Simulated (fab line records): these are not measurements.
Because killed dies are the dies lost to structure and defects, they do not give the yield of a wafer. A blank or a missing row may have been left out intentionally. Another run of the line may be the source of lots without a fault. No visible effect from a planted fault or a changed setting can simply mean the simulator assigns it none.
fab line records -- flow n5_finfet
record lots=7, wafers=39
route steps=1938 shown PMOS_HMC_CHANNEL_EPI@78 FIN_SAQP@134 DUMMY_GATE@237 MOL_CONTACT_COAG@616
start_h: hours from the record's opening day to when the first of the lot's shown wafers began -- wait_h: how many hours have passed since the lot's step before this one -- " identical to the entry in the row above -- L1.1+2: a single row standing in for several wafers -- - no value present, or no start provided -- * or withheld: withheld -- < > ~ a bound
route shown NAME@n: a module of which the file shows steps, and the number in the route of the first -- usual: mean/standard deviation of fault-free wafers -- same: alike in all rows -- chamber/n: place in a boat -- sites: per-site readings -- _std_site: standard deviation of those values -- _edge_site: outer sites' mean less inner sites' -- radius_mm: how far each site lies from the wafer's centre -- mask NAME#n: copy n -- behind: the most recent tool/chamber to have shaped the wafer -- hold: the reason the lot was held/the length of the hold in hours/how it ended -- device: whichever transistor did not switch (one of n, p or np) -- end of line: tests of these same wafers at the route's end -- a step given without rows: its recipe and nothing more -- killed: not the wafer's yield, but the dies lost to structure and defects at the first sort -- map: a wafer's dies, x killed, . not, _ none there
set.NAME: the setting that was run; set.NAME@STEP: the one run at that earlier step -- model.NAME: the simulator's own value behind a step, which no gauge read
lots run with intentionally changed settings; tables by step, rows by wafer
## steps
# step N5_PMOS_HMC_CHANNEL_EPI_EPI_20
# recipe material=SiGe30, mask_material=SiO2, pressure_torr=20, target_thk_a=590, temp_c=600
lot.wafer,tool,chamber,start_h,wait_h,set.pressure_torr,model.SiGe30_of_PMOS_HMC_CHANNEL_EPI_EPI_20.thk_nm
L079.1,epi_rpcvd-02,0,48.50,0.0,20,59.53
L079.2,epi_rpcvd-02,0,48.50,0.0,20,59.05
L079.3,epi_rpcvd-02,0,48.50,0.0,20,59.21
L079.4,epi_rpcvd-02,0,48.50,0.0,20,58.73
L079.5,epi_rpcvd-02,0,48.50,0.0,20,58.94
L079.6,epi_rpcvd-02,0,48.50,0.0,20,59.03
L083.1,epi_rpcvd-02,0,71.59,0.0,22.61,62.04
L083.2,epi_rpcvd-02,0,71.59,0.0,22.61,61.29
L083.3,epi_rpcvd-02,0,71.59,0.0,22.61,61.63
L083.4,epi_rpcvd-02,0,71.59,0.0,22.61,61.32
L083.5,epi_rpcvd-02,0,71.59,0.0,22.61,61.96
L083.6,epi_rpcvd-02,0,71.59,0.0,22.61,61.34
L085.1,epi_rpcvd-01,0,84.18,0.0,17.4,56.27
L085.2,epi_rpcvd-01,0,84.18,0.0,17.4,55.51
L085.3,epi_rpcvd-01,0,84.18,0.0,17.4,55.16
L085.4,epi_rpcvd-01,0,84.18,0.0,17.4,55.9
L085.5,epi_rpcvd-01,0,84.18,0.0,17.4,55.59
L085.6,epi_rpcvd-01,0,84.18,0.0,17.4,55.63
L089.1,epi_rpcvd-04,0,108.03,0.0,18,58.97
L089.2,epi_rpcvd-04,0,108.03,0.0,18,58.6
L089.3,epi_rpcvd-04,0,108.03,0.0,18,58.36
L089.4,epi_rpcvd-04,0,108.03,0.0,18,58.3
L089.5,epi_rpcvd-04,0,108.03,0.0,18,58.1
L089.6,epi_rpcvd-04,0,108.03,0.0,18,57.48
L091.1,epi_rpcvd-01,0,119.77,0.0,21.23,60.64
L091.2,epi_rpcvd-01,0,119.77,0.0,21.23,60.89
L091.3,epi_rpcvd-01,0,119.77,0.0,21.23,60.32
L091.4,epi_rpcvd-01,0,119.77,0.0,21.23,60.9
L091.5,epi_rpcvd-01,0,119.77,0.0,21.23,60.55
L091.6,epi_rpcvd-01,0,119.77,0.0,21.23,60.74
L093.2,epi_rpcvd-01,0,132.85,0.2,20,58.97
L093.4,epi_rpcvd-01,0,132.85,0.2,20,59.11
L093.6,epi_rpcvd-01,0,132.85,0.2,20,59.51
L097.1,epi_rpcvd-01,0,156.86,0.0,16.91,55.4
L097.2,epi_rpcvd-01,0,156.86,0.0,16.91,55.63
L097.3,epi_rpcvd-01,0,156.86,0.0,16.91,56.13
L097.4,epi_rpcvd-01,0,156.86,0.0,16.91,56.06
L097.5,epi_rpcvd-01,0,156.86,0.0,16.91,55.77
L097.6,epi_rpcvd-01,0,156.86,0.0,16.91,55.83
# step N5_FIN_SAQP_ETCH_69
# recipe chemistry=N2/H2, target=SOC, target_depth_a=1500, stop_on=SiNx, ion_energy_ev=100, bias_w=61, pressure_mtorr=30, source_w=850, n2_flow_sccm=200, h2_flow_sccm=200
lot.wafer,tool,chamber,start_h,wait_h,set.target_depth_a,model.SOC_of_FIN_SAQP_COAT_68.thk_nm
L079.1,rie_diel-01,3,55.88,-,1500,0
L079.2+5+6,rie_diel-01,"0,3,2",55.88,-,1570,0
L079.3,rie_diel-01,2,55.88,-,1500,2.4
L079.4,rie_diel-01,1,55.88,-,1500,4.6
L083.1,rie_diel-01,3,78.21,-,1500,0.8
L083.2,rie_diel-01,0,78.21,-,1500,4.2
L083.3,rie_diel-01,2,78.21,-,1500,4.6
L083.4,rie_diel-01,0,78.21,-,1500,4.8
L083.5,rie_diel-01,3,78.21,-,1500,1.2
L083.6,rie_diel-01,2,78.21,-,1500,4
L085.1,rie_diel-06,2,91.50,-,1500,6.8
L085.2,rie_diel-06,1,91.50,-,1500,4.2
L085.3+4+5,rie_diel-06,"0,3,0",91.50,-,1640,0
L085.6,rie_diel-06,3,91.50,-,1500,6.2
L089.1,rie_diel-02,0,114.78,-,1560,2.2
L089.2,rie_diel-02,3,114.78,-,1500,5
L089.3,rie_diel-02,1,114.78,-,1500,6.2
L089.4,rie_diel-02,2,114.78,-,1560,1.2
L089.5,rie_diel-02,0,114.78,-,1500,5.2
L089.6,rie_diel-02,1,114.78,-,1560,3.8
L091.1,rie_diel-06,3,127.32,-,1389,11.8
L091.2,rie_diel-06,0,127.32,-,1500,7.6
L091.3,rie_diel-06,2,127.32,-,1389,13.4
L091.4,rie_diel-06,1,127.32,-,1389,11.6
L091.5,rie_diel-06,0,127.32,-,1500,8.8
L091.6,rie_diel-06,1,127.32,-,1500,4.2
L093.2,rie_diel-01,1,139.00,-,1500,2.6
L093.4,rie_diel-01,0,139.00,-,1500,4.8
L093.6,rie_diel-01,1,139.00,-,1500,2
L097.1+4,rie_diel-01,"1,2",164.33,-,1368,13.6
L097.2,rie_diel-01,3,164.33,-,1368,11
L097.3,rie_diel-01,0,164.33,-,1500,7.6
L097.5,rie_diel-01,2,164.33,-,1500,5.8
L097.6,rie_diel-01,1,164.33,-,1500,5.6
# step N5_DUMMY_GATE_ETCH_37
# recipe chemistry=N2/H2, target=SOC, target_depth_a=600, overetch_a=300, temp_c=40, ion_energy_ev=200, pressure_mtorr=30, source_w=840, bias_w=150, n2_flow_sccm=200, h2_flow_sccm=200
# usual rf_vpp_V=525/3.1
lot.wafer,tool,chamber,start_h,wait_h,set.source_w,rf_vpp_V
L079.1,rie_diel-05,1,80.86,0.0,840,529
L079.2,rie_diel-05,2,80.86,0.0,840,520
L079.3,rie_diel-05,3,80.86,0.0,737.7,547
L079.4,rie_diel-05,0,80.86,0.0,737.7,550
L079.5,rie_diel-05,2,80.86,0.0,737.7,541
L079.6,rie_diel-05,1,80.86,0.0,840,529
L083.1,rie_diel-03,3,98.84,0.0,758.8,542
L083.2,rie_diel-03,1,98.84,0.0,758.8,542
L083.3,rie_diel-03,2,98.84,0.0,758.8,544
L083.4,rie_diel-03,0,98.84,0.0,840,524
L083.5,rie_diel-03,3,98.84,0.0,840,524
L083.6,rie_diel-03,2,98.84,0.0,840,525
L085.1,rie_diel-04,2,112.98,0.0,840,521
L085.2,rie_diel-04,0,112.98,0.0,780.4,538
L085.3,rie_diel-04,3,112.98,0.0,840,527
L085.4,rie_diel-04,1,112.98,0.0,780.4,540
L085.5,rie_diel-04,1,112.98,0.0,780.4,542
L085.6,rie_diel-04,0,112.98,0.0,840,524
L089.1,rie_diel-04,3,135.30,0.0,840,526
L089.2,rie_diel-04,1,135.30,0.0,840,528
L089.3,rie_diel-04,0,135.30,0.0,840,524
L089.4,rie_diel-04,2,135.30,0.0,840,522
L089.5,rie_diel-04,1,135.30,0.0,840,526
L089.6,rie_diel-04,2,135.30,0.0,840,520
L091.1,rie_diel-04,2,148.57,0.0,840,521
L091.2,rie_diel-04,1,148.57,0.0,840,527
L091.3,rie_diel-04,3,148.57,0.0,840,526
L091.4,rie_diel-04,0,148.57,0.0,840,524
L091.5,rie_diel-04,2,148.57,0.0,840,521
L091.6,rie_diel-04,3,148.57,0.0,840,527
L093.2,rie_diel-03,2,160.47,0.0,840,524
L093.4,rie_diel-03,2,160.47,0.0,840,526
L093.6,rie_diel-03,2,160.47,0.0,840,527
L097.1,rie_diel-03,0,186.95,0.0,881.5,513
L097.2,rie_diel-03,2,186.95,0.0,840,526
L097.3,rie_diel-03,3,186.95,0.0,840,524
L097.4,rie_diel-03,1,186.95,0.0,881.5,514
L097.5,rie_diel-03,0,186.95,0.0,840,521
L097.6,rie_diel-03,1,186.95,0.0,881.5,515
# step N5_DUMMY_GATE_ETCH_32
# recipe chemistry=CF4, target=SiO2, target_depth_a=35, time_s=3.9, ion_energy_ev=350, pressure_mtorr=10, icp_w=800, bias_w=400, cf4_flow_sccm=80
lot.wafer,tool,chamber,start_h,wait_h,set.time_s,model.etch.depth_nm
L079.1,rie_si-02,1,81.39,0.1,3.413,3.08
L079.2,rie_si-02,0,81.39,0.1,3.9,3.438
L079.3,rie_si-02,2,81.39,0.1,3.9,3.528
L079.4,rie_si-02,3,81.39,0.1,3.413,3.141
L079.5,rie_si-02,1,81.39,0.1,3.413,3.088
L079.6,rie_si-02,2,81.39,0.1,3.9,3.523
L083.1,rie_si-06,3,99.36,0.1,3.9,3.547
L083.2,rie_si-06,1,99.36,0.1,3.231,2.959
L083.3,rie_si-06,0,99.36,0.1,3.9,3.63
L083.4,rie_si-06,2,99.36,0.1,3.231,2.754
L083.5,rie_si-06,2,99.36,0.1,3.231,2.75
L083.6,rie_si-06,3,99.36,0.1,3.9,3.563
L085.1,rie_si-02,2,113.50,0.1,3.9,3.524
L085.2,rie_si-02,0,113.50,0.1,3.9,3.506
L085.3,rie_si-02,3,113.50,0.1,3.9,3.6
L085.4,rie_si-02,1,113.50,0.1,3.9,3.555
L085.5,rie_si-02,0,113.50,0.1,3.9,3.46
L085.6,rie_si-02,1,113.50,0.1,3.9,3.526
L089.1,rie_si-06,3,136.31,0.1,3.9,3.513
L089.2,rie_si-06,2,136.31,0.1,3.021,2.588
L089.3+5,rie_si-06,1,136.31,0.1,3.9,3.597
L089.4,rie_si-06,0,136.31,0.1,3.021,2.81
L089.6,rie_si-06,0,136.31,0.1,3.021,2.817
L091.1,rie_si-06,0,149.36,0.1,3.405,3.219
L091.2,rie_si-06,3,149.36,0.1,3.9,3.557
L091.3,rie_si-06,1,149.36,0.1,3.9,3.645
L091.4,rie_si-06,2,149.36,0.1,3.405,2.915
L091.5,rie_si-06,0,149.36,0.1,3.405,3.221
L091.6,rie_si-06,1,149.36,0.1,3.9,3.635
L093.2,rie_si-02,0,161.30,0.1,3.9,3.42
L093.4,rie_si-02,1,161.30,0.1,3.9,3.543
L093.6,rie_si-02,0,161.30,0.1,3.9,3.444
L097.1,rie_si-06,0,187.83,0.1,2.966,2.808
L097.2,rie_si-06,2,187.83,0.1,2.966,2.571
L097.3,rie_si-06,3,187.83,0.1,3.9,3.621
L097.4,rie_si-06,1,187.83,0.1,3.9,3.604
L097.5,rie_si-06,0,187.83,0.1,3.9,3.689
L097.6,rie_si-06,3,187.83,0.1,2.966,2.748
# step N5_DUMMY_GATE_ETCH_42
# recipe chemistry=CHF3/O2, target=SiO2, target_depth_a=35, time_s=31, ion_energy_ev=30, bias_w=12, pressure_mtorr=30, source_w=600, Ar_flow_sccm=200, CHF3_flow_sccm=50, O2_flow_sccm=5
# usual rf_vpp_V=42.5/0.99
lot.wafer,tool,chamber,start_h,wait_h,set.bias_w,rf_vpp_V
L079.1,rie_diel-05,2,81.63,0.0,12,41.7
L079.2,rie_diel-05,1,81.63,0.0,12,43.2
L079.3,rie_diel-05,3,81.63,0.0,12,40.4
L079.4,rie_diel-05,0,81.63,0.0,12,40.5
L079.5,rie_diel-05,2,81.63,0.0,12,42.2
L079.6,rie_diel-05,1,81.63,0.0,12,44.0
L083.1,rie_diel-05,1,99.61,0.0,12,43.3
L083.2,rie_diel-05,3,99.61,0.0,12,40.6
L083.3,rie_diel-05,0,99.61,0.0,9.985,36.8
L083.4,rie_diel-05,2,99.61,0.0,9.985,37.6
L083.5,rie_diel-05,1,99.61,0.0,9.985,36.6
L083.6,rie_diel-05,2,99.61,0.0,12,42.2
L085.1,rie_diel-03,3,113.75,0.0,14.03,46.1
L085.2,rie_diel-03,2,113.75,0.0,12,43.7
L085.3,rie_diel-03,1,113.75,0.0,14.03,46.0
L085.4,rie_diel-03,0,113.75,0.0,12,41.2
L085.5,rie_diel-03,2,113.75,0.0,14.03,48.4
L085.6,rie_diel-03,1,113.75,0.0,12,42.3
L089.1,rie_diel-05,3,136.64,0.1,12,40.8
L089.2,rie_diel-05,0,136.64,0.1,12,41.7
L089.3,rie_diel-05,1,136.64,0.1,12,42.2
L089.4,rie_diel-05,2,136.64,0.1,12,42.6
L089.5,rie_diel-05,2,136.64,0.1,12,43.6
L089.6,rie_diel-05,1,136.64,0.1,12,42.8
L091.1,rie_diel-04,2,149.80,0.2,12,42.5
L091.2,rie_diel-04,0,149.80,0.2,12,43.5
L091.3,rie_diel-04,1,149.80,0.2,12,43.5
L091.4,rie_diel-04,3,149.80,0.2,13.98,47.3
L091.5,rie_diel-04,2,149.80,0.2,13.98,47.0
L091.6,rie_diel-04,3,149.80,0.2,13.98,47.0
L093.2,rie_diel-04,2,161.55,0.0,12,41.2
L093.4,rie_diel-04,0,161.55,0.0,12,41.8
L093.6,rie_diel-04,0,161.55,0.0,12,42.1
L097.1,rie_diel-03,2,188.44,0.4,10.9,40.7
L097.2,rie_diel-03,1,188.44,0.4,12,42.4
L097.3,rie_diel-03,0,188.44,0.4,12,41.0
L097.4,rie_diel-03,3,188.44,0.4,10.9,38.4
L097.5,rie_diel-03,3,188.44,0.4,10.9,40.1
L097.6,rie_diel-03,0,188.44,0.4,12,42.1
# step N5_MOL_CONTACT_COAG_ETCH_124
# recipe chemistry=CH3F/O2, target=SiNx, target_depth_a=65, mask_material=SOC, stop_on=SiOC, over_etch_frac=0.3, ion_energy_ev=120, pressure_mtorr=30, source_w=395, bias_w=73, Ar_flow_sccm=150, CH3F_flow_sccm=30, O2_flow_sccm=20, ends=end_point
# usual rf_vpp_V=297/6.1
lot.wafer,tool,chamber,start_h,wait_h,set.bias_w,rf_vpp_V
L079.1,rie_diel-06,2,135.65,0.0,73,300
L079.2,rie_diel-06,1,135.65,0.0,73,302
L079.3,rie_diel-06,0,135.65,0.0,73,292
L079.4,rie_diel-06,3,135.65,0.0,73,287
L079.5,rie_diel-06,3,135.65,0.0,73,288
L079.6,rie_diel-06,2,135.65,0.0,73,298
L083.1,rie_diel-02,0,153.65,0.0,84.82,329
L083.2,rie_diel-02,1,153.65,0.0,73,295
L083.3,rie_diel-02,2,153.65,0.0,73,306
L083.4,rie_diel-02,3,153.65,0.0,73,308
L083.5,rie_diel-02,2,153.65,0.0,84.82,343
L083.6,rie_diel-02,3,153.65,0.0,84.82,347
L085.1,rie_diel-01,3,170.33,0.0,73,299
L085.2,rie_diel-01,2,170.33,0.0,61.39,256
L085.3,rie_diel-01,0,170.33,0.0,61.39,261
L085.4,rie_diel-01,1,170.33,0.0,73,302
L085.5,rie_diel-01,1,170.33,0.0,61.39,264
L085.6,rie_diel-01,0,170.33,0.0,73,299
L089.1,rie_diel-06,0,196.12,0.0,73,291
L089.2,rie_diel-06,3,196.12,0.0,63.66,257
L089.3,rie_diel-06,2,196.12,0.0,63.66,269
L089.4,rie_diel-06,2,196.12,0.0,63.66,269
L089.5,rie_diel-06,3,196.12,0.0,73,286
L089.6,rie_diel-06,0,196.12,0.0,73,292
L091.1,rie_diel-01,1,205.94,0.0,73,303
L091.2,rie_diel-01,0,205.94,0.0,73,300
L091.3,rie_diel-01,2,205.94,0.0,73,292
L091.4,rie_diel-01,3,205.94,0.0,73,301
L091.5,rie_diel-01,1,205.94,0.0,73,303
L091.6,rie_diel-01,2,205.94,0.0,73,292
L093.2,rie_diel-06,3,216.73,0.0,73,288
L093.4,rie_diel-06,1,216.73,0.0,73,302
L093.6,rie_diel-06,3,216.73,0.0,73,289
L097.1,rie_diel-02,2,244.75,0.0,73,306
L097.2,rie_diel-02,0,244.75,0.0,73,292
L097.3,rie_diel-02,1,244.75,0.0,84.91,331
L097.4,rie_diel-02,3,244.75,0.0,73,307
L097.5,rie_diel-02,3,244.75,0.0,84.91,347
L097.6,rie_diel-02,2,244.75,0.0,84.91,343
## key
split step=N5_PMOS_HMC_CHANNEL_EPI_EPI_20, setting=pressure_torr, stated=20, by=lot
response step=N5_PMOS_HMC_CHANNEL_EPI_EPI_20, reading=model.SiGe30_of_PMOS_HMC_CHANNEL_EPI_EPI_20.thk_nm, change=+0.206, per=1%, r=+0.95
split step=N5_FIN_SAQP_ETCH_69, setting=target_depth_a, stated=1500, by=wafer
response step=N5_FIN_SAQP_ETCH_69, reading=model.SOC_of_FIN_SAQP_COAT_68.thk_nm, change=-0.673, per=1%, r=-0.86
split step=N5_DUMMY_GATE_ETCH_37, setting=source_w, stated=840, by=wafer
response step=N5_DUMMY_GATE_ETCH_37, reading=rf_vpp_V, change=-1.83, per=1%, r=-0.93
split step=N5_DUMMY_GATE_ETCH_32, setting=time_s, stated=3.9, by=wafer
response step=N5_DUMMY_GATE_ETCH_32, reading=model.etch.depth_nm, change=+0.0385, per=1%, r=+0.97
split step=N5_DUMMY_GATE_ETCH_42, setting=bias_w, stated=12, by=wafer
response step=N5_DUMMY_GATE_ETCH_42, reading=rf_vpp_V, change=+0.263, per=1%, r=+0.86
split step=N5_MOL_CONTACT_COAG_ETCH_124, setting=bias_w, stated=73, by=wafer
response step=N5_MOL_CONTACT_COAG_ETCH_124, reading=rf_vpp_V, change=+2.3, per=1%, r=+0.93
